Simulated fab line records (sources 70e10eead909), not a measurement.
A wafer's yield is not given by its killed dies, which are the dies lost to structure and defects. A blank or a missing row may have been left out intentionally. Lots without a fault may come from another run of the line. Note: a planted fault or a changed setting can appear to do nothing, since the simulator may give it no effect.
What tool caused it? :: flow nand-harc :: Sampling: 12 lots, 36 wafers, 7 of 1302 route steps

== WHAT THE GAUGES SHOWED, per wafer ==
NHARC_P_GATE_OVL_MEAS_27.
lot: L594
measured: day 4 21:15
on: overlay-02
overlay-x-nm (nm): 0.7 0.5 0.9
overlay-y-nm (nm): -0.1 0.3 -0.2

lot: L597
measured: day 6 07:38
on: overlay-02
overlay-x-nm (nm): 1.1 0.6 1.2
overlay-y-nm (nm): 0.4 0.0 0.1

lot: L600
measured: day 7 14:59
on: overlay-01
overlay-x-nm (nm): 1.6 1.2 0.5
overlay-y-nm (nm): -0.7 -1.0 -0.8

lot: L601
measured: day 7 21:05
on: overlay-02
overlay-x-nm (nm): 0.9 1.0 0.5
overlay-y-nm (nm): 0.1 0.0 -0.4

lot: L607
measured: day 11 05:22
on: overlay-01
overlay-x-nm (nm): -1.4 -0.6 -1.0
overlay-y-nm (nm): 1.9 1.6 1.8

lot: L610
measured: day 11 15:45
on: overlay-01
overlay-x-nm (nm): -0.3 -0.5 -0.4
overlay-y-nm (nm): -0.2 -0.4 -0.8

lot: L611
measured: day 12 00:00
on: overlay-02
overlay-x-nm (nm): 0.3 0.0 0.1
overlay-y-nm (nm): 0.0 0.0 0.7

lot: L612
measured: day 12 13:13
on: overlay-01
overlay-x-nm (nm): -1.6 -2.7 -1.9
overlay-y-nm (nm): -0.4 -0.8 -0.8

lot: L614
measured: day 13 10:10
on: overlay-01
overlay-x-nm (nm): 1.1 0.3 1.1
overlay-y-nm (nm): 0.1 -0.4 -0.7

lot: L616
measured: day 14 07:02
on: overlay-02
overlay-x-nm (nm): -0.9 0.2 -0.4
overlay-y-nm (nm): 1.3 1.3 1.4

lot: L615
measured: day 14 07:11
on: overlay-01
overlay-x-nm (nm): -0.4 -0.2 0.2
overlay-y-nm (nm): -2.1 -1.7 -2.2

lot: L617
measured: day 14 17:55
on: overlay-02
overlay-x-nm (nm): 0.4 0.5 0.0
overlay-y-nm (nm): 1.7 2.4 1.7

NHARC_P_CONTACT_CD_MEAS_12: the cd target is 90 nm.
lot: L594
measured: day 5 17:41
on: cd-sem-01
cd-nm (nm): 89.6 90.3 89.8

lot: L597
measured: day 7 03:25
on: cd-sem-01
cd-nm (nm): 89.7 90.8 90.7

lot: L600
measured: day 8 12:27
on: cd-sem-03
cd-nm (nm): 85.4 85.9 85.0

lot: L601
measured: day 8 16:54
on: cd-sem-01
cd-nm (nm): 90.1 90.6 89.6

lot: L607
measured: day 12 01:22
on: cd-sem-02
cd-nm (nm): 90.2 89.3 90.4

lot: L610
measured: day 12 11:50
on: cd-sem-02
cd-nm (nm): 90.0 90.7 91.9

lot: L611
measured: day 12 19:53
on: cd-sem-03
cd-nm (nm): 89.9 90.6 90.6

lot: L612
measured: day 13 09:01
on: cd-sem-02
cd-nm (nm): 90.4 89.5 90.6

lot: L614
measured: day 14 06:32
on: cd-sem-01
cd-nm (nm): 89.2 89.7 90.8

lot: L616
measured: day 15 03:35
on: cd-sem-01
cd-nm (nm): 90.5 89.3 91.0

lot: L615
measured: day 15 03:51
on: cd-sem-02
cd-nm (nm): 90.6 90.6 89.8

lot: L617
measured: day 15 14:01
on: cd-sem-02
cd-nm (nm): 90.1 90.0 90.1

NHARC_P_CONTACT_CD_MEAS_19.
lot: L594
measured: day 5 18:44
on: cd-sem-03
cd-nm (nm): 92.9 93.4 90.1

lot: L597
measured: day 7 04:31
on: cd-sem-01
cd-nm (nm): 89.1 91.2 94.4

lot: L600
measured: day 8 13:31
on: cd-sem-03
cd-nm (nm): 85.2 83.1 84.7

lot: L601
measured: day 8 17:59
on: cd-sem-01
cd-nm (nm): 90.1 89.9 90.5

lot: L607
measured: day 12 02:26
on: cd-sem-02
cd-nm (nm): 90.1 88.3 92.9

lot: L610
measured: day 12 12:53
on: cd-sem-02
cd-nm (nm): 87.7 90.7 89.3

lot: L611
measured: day 12 20:58
on: cd-sem-02
cd-nm (nm): 87.1 91.3 91.1

lot: L612
measured: day 13 10:04
on: cd-sem-02
cd-nm (nm): 90.6 86.8 86.0

lot: L614
measured: day 14 07:35
on: cd-sem-01
cd-nm (nm): 88.9 88.5 86.7

lot: L616
measured: day 15 04:38
on: cd-sem-01
cd-nm (nm): 91.4 89.5 93.0

lot: L615
measured: day 15 05:17
on: cd-sem-03
cd-nm (nm): 92.1 90.7 91.5

lot: L617
measured: day 15 15:04
on: cd-sem-01
cd-nm (nm): 90.3 92.0 90.0

NHARC_END_SORT_01.
lot: L612
measured: day 31 11:24
on: prober-02
killed-at-array: 62 81
killed-at-other: 1 1
killed-at-periphery: 7 7
killed-dies: 70 89
killed-open: 4 2
killed-short: 1 0

== TOOL THAT RAN EACH LOT (tool first, then ch and the chambers of the sampled wafers, then the start) ==
lot: L594
NHARC_P_GATE_HM_OPEN_105: rie-diel-01 ch 0,1, day 5 16:18 or earlier
NHARC_P_CONTACT_DEP_00: pecvd-01 ch 0, day 5 16:18
NHARC_P_CONTACT_EXPOSE_09: arfi-scanner-01 ch 0, day 5 17:32

lot: L597
NHARC_P_GATE_HM_OPEN_105: rie-diel-07 ch 1,2,3, day 7 03:17 or earlier
NHARC_P_CONTACT_DEP_00: pecvd-02 ch 0,1,2, day 7 03:17 or earlier
NHARC_P_CONTACT_EXPOSE_09: arfi-scanner-03 ch 0, day 7 03:17

lot: L600
NHARC_P_GATE_HM_OPEN_105: rie-diel-01 ch 0,1,2, day 8 12:19 or earlier
NHARC_P_CONTACT_DEP_00: pecvd-02 ch 0,2, day 8 12:19 or earlier
NHARC_P_CONTACT_EXPOSE_09: arfi-scanner-01 ch 0, day 8 12:19

lot: L601
NHARC_P_GATE_HM_OPEN_105: rie-diel-07 ch 0,1,3, day 8 16:46 or earlier
NHARC_P_CONTACT_DEP_00: pecvd-03 ch 0,1,2, day 8 16:46 or earlier
NHARC_P_CONTACT_EXPOSE_09: arfi-scanner-01 ch 0, day 8 16:46

lot: L607
NHARC_P_GATE_HM_OPEN_105: rie-diel-07 ch 0,1,3, day 12 01:14 or earlier
NHARC_P_CONTACT_DEP_00: pecvd-01 ch 0,1, day 12 01:14 or earlier
NHARC_P_CONTACT_EXPOSE_09: arfi-scanner-03 ch 0, day 12 01:14

lot: L610
NHARC_P_GATE_HM_OPEN_105: rie-diel-07 ch 1,2, day 12 11:42 or earlier
NHARC_P_CONTACT_DEP_00: pecvd-03 ch 0,2, day 12 11:42 or earlier
NHARC_P_CONTACT_EXPOSE_09: arfi-scanner-03 ch 0, day 12 11:42

lot: L611
NHARC_P_GATE_HM_OPEN_105: rie-diel-01 ch 1,2,3, day 12 19:45 or earlier
NHARC_P_CONTACT_DEP_00: pecvd-02 ch 0,1,2, day 12 19:45 or earlier
NHARC_P_CONTACT_EXPOSE_09: arfi-scanner-03 ch 0, day 12 19:45

lot: L612
NHARC_P_GATE_HM_OPEN_105: rie-diel-07 ch 0,1,3, day 13 08:52 or earlier
NHARC_P_CONTACT_DEP_00: pecvd-02 ch 1,2, day 13 08:52 or earlier
NHARC_P_CONTACT_EXPOSE_09: arfi-scanner-01 ch 0, day 13 08:52

lot: L614
NHARC_P_GATE_HM_OPEN_105: rie-diel-01 ch 0,1,3, day 14 06:23 or earlier
NHARC_P_CONTACT_DEP_00: pecvd-03 ch 0,2, day 14 06:23 or earlier
NHARC_P_CONTACT_EXPOSE_09: arfi-scanner-01 ch 0, day 14 06:23

lot: L616
NHARC_P_GATE_HM_OPEN_105: rie-diel-02 ch 0,1, day 15 03:26 or earlier
NHARC_P_CONTACT_DEP_00: pecvd-02 ch 1,2, day 15 03:26 or earlier
NHARC_P_CONTACT_EXPOSE_09: arfi-scanner-02 ch 0, day 15 03:26

lot: L615
NHARC_P_GATE_HM_OPEN_105: rie-diel-07 ch 0,1, day 15 03:43 or earlier
NHARC_P_CONTACT_DEP_00: pecvd-03 ch 0,2, day 15 03:43 or earlier
NHARC_P_CONTACT_EXPOSE_09: arfi-scanner-03 ch 0, day 15 03:43

lot: L617
NHARC_P_GATE_HM_OPEN_105: rie-diel-01 ch 0,1,2, day 15 13:52 or earlier
NHARC_P_CONTACT_DEP_00: pecvd-01 ch 0,1,2, day 15 13:52 or earlier
NHARC_P_CONTACT_EXPOSE_09: arfi-scanner-01 ch 0, day 15 13:52
- NHARC_P_GATE_HM_OPEN_105: chemistry O2/COS, target depth 360 nm.
- NHARC_P_CONTACT_DEP_00: deposits SiO2, target thk 500 nm.
- NHARC_P_CONTACT_EXPOSE_09: exposes mask P CA, target cd 90 nm.

== AS READ BY THE TOOLS THEMSELVES (means over the sampled wafers that have a number; for cases with no such wafer, the mark the record gives instead) ==
NHARC_P_GATE_HM_OPEN_105.
lot: L594
tool: rie-diel-01
cos-flow-sccm (sccm): 19.99
drypump-motor-current-A (A): 5.82
oes-product-au (a.u.): 0.998
rf-vpp-V (V): 464
showerhead-plenum-p-Torr (Torr): 2.97
throttle-valve-pct (%): 28.331

lot: L597
tool: rie-diel-07
cos-flow-sccm (sccm): 19.99
drypump-motor-current-A (A): 5.47
oes-product-au (a.u.): 0.998
rf-vpp-V (V): 465
showerhead-plenum-p-Torr (Torr): 3.01
throttle-valve-pct (%): 28.334

lot: L600
tool: rie-diel-01
cos-flow-sccm (sccm): 20.04
drypump-motor-current-A (A): 5.71
oes-product-au (a.u.): 0.991
rf-vpp-V (V): 466
showerhead-plenum-p-Torr (Torr): 3.09
throttle-valve-pct (%): 28.326

lot: L601
tool: rie-diel-07
cos-flow-sccm (sccm): 19.98
drypump-motor-current-A (A): 5.58
oes-product-au (a.u.): 0.995
rf-vpp-V (V): 468
showerhead-plenum-p-Torr (Torr): 3.14
throttle-valve-pct (%): 28.331

lot: L607
tool: rie-diel-07
cos-flow-sccm (sccm): 19.98
drypump-motor-current-A (A): 5.59
oes-product-au (a.u.): 0.990
rf-vpp-V (V): 468
showerhead-plenum-p-Torr (Torr): 3.14
throttle-valve-pct (%): 28.340

lot: L610
tool: rie-diel-07
cos-flow-sccm (sccm): 20.05
drypump-motor-current-A (A): 5.59
oes-product-au (a.u.): 0.998
rf-vpp-V (V): 463
showerhead-plenum-p-Torr (Torr): 2.98
throttle-valve-pct (%): 28.329

lot: L611
tool: rie-diel-01
cos-flow-sccm (sccm): 20.00
drypump-motor-current-A (A): 5.68
oes-product-au (a.u.): 0.984
rf-vpp-V (V): 469
showerhead-plenum-p-Torr (Torr): 3.21
throttle-valve-pct (%): 28.318

lot: L612
tool: rie-diel-07
cos-flow-sccm (sccm): 20.03
drypump-motor-current-A (A): 5.59
oes-product-au (a.u.): 0.997
rf-vpp-V (V): 468
showerhead-plenum-p-Torr (Torr): 3.14
throttle-valve-pct (%): 28.337

lot: L614
tool: rie-diel-01
cos-flow-sccm (sccm): 20.00
drypump-motor-current-A (A): 5.77
oes-product-au (a.u.): 0.981
rf-vpp-V (V): 466
showerhead-plenum-p-Torr (Torr): 3.08
throttle-valve-pct (%): 28.324

lot: L616
tool: rie-diel-02
cos-flow-sccm (sccm): 20.02
drypump-motor-current-A (A): 5.91
oes-product-au (a.u.): 1.000
rf-vpp-V (V): 469
showerhead-plenum-p-Torr (Torr): 3.16
throttle-valve-pct (%): 28.330

lot: L615
tool: rie-diel-07
cos-flow-sccm (sccm): 20.05
drypump-motor-current-A (A): 5.64
oes-product-au (a.u.): 1.017
rf-vpp-V (V): 467
showerhead-plenum-p-Torr (Torr): 3.17
throttle-valve-pct (%): 28.329

lot: L617
tool: rie-diel-01
cos-flow-sccm (sccm): 20.07
drypump-motor-current-A (A): 5.73
oes-product-au (a.u.): 0.983
rf-vpp-V (V): 466
showerhead-plenum-p-Torr (Torr): 3.09
throttle-valve-pct (%): 28.327

NHARC_P_CONTACT_DEP_00.
lot: L594
tool: pecvd-01
heater-power-w (W): 494
throttle-valve-pct (%): 16.1

lot: L597
tool: pecvd-02
heater-power-w (W): 640
throttle-valve-pct (%): 16.0

lot: L600
tool: pecvd-02
heater-power-w (W): 627
throttle-valve-pct (%): 15.3

lot: L601
tool: pecvd-03
heater-power-w (W): 585
throttle-valve-pct (%): 16.1

lot: L607
tool: pecvd-01
heater-power-w (W): 609
throttle-valve-pct (%): 16.4

lot: L610
tool: pecvd-03
heater-power-w (W): 632
throttle-valve-pct (%): 15.4

lot: L611
tool: pecvd-02
heater-power-w (W): 544
throttle-valve-pct (%): 16.0

lot: L612
tool: pecvd-02
heater-power-w (W): 631
throttle-valve-pct (%): 16.3

lot: L614
tool: pecvd-03
heater-power-w (W): 683
throttle-valve-pct (%): 15.3

lot: L616
tool: pecvd-02
heater-power-w (W): 665
throttle-valve-pct (%): 16.2

lot: L615
tool: pecvd-03
heater-power-w (W): 652
throttle-valve-pct (%): 15.8

lot: L617
tool: pecvd-01
heater-power-w (W): 582
throttle-valve-pct (%): 15.9

== THE ANSWER, worked out from the rows above alone ==
Rule: the lots themselves supply what counts as usual. Put in order of their means at a reading, lots are off if they are a third of the lots or fewer, leave a main group of 4 or more, and stand apart from it by a gap of 3 or more times the standard deviation of the main group's means; of several such gaps the widest counts. The tables above print the reading to a certain number of digits; a main group whose means all agree to those digits is not used. Also off: a lot with no number at a reading for which 4 or more lots have one. All remaining lots with rows at the step are treated as sound. After the gauges, taken in route order, come the tools' own readings; for these a lot's mean is taken, as printed above. The first step at which some lot is off is used, and at that step the reading that is off furthest; a lot without a number counts as furthest.
Off: L600, at NHARC_P_CONTACT_CD_MEAS_12 (cd-nm). The main group: mean 90.2 nm, standard deviation 0.27.
If a tool, at a process step before that reading, ran all the lots that are off and no sound lot after the first of them, it fits. Gauges at NHARC_P_CONTACT_CD_MEAS_12: tried the same way as those tools. NHARC_P_GATE_HM_OPEN_105 gives no start for some lots, so the hours and the order of its lots are those of NHARC_P_CONTACT_EXPOSE_09. NHARC_P_CONTACT_DEP_00 gives no start for some lots, so the hours and the order of its lots are those of NHARC_P_CONTACT_EXPOSE_09. Not one of the candidates tried fits.

== WHAT THE SIMULATOR PUT IN ==
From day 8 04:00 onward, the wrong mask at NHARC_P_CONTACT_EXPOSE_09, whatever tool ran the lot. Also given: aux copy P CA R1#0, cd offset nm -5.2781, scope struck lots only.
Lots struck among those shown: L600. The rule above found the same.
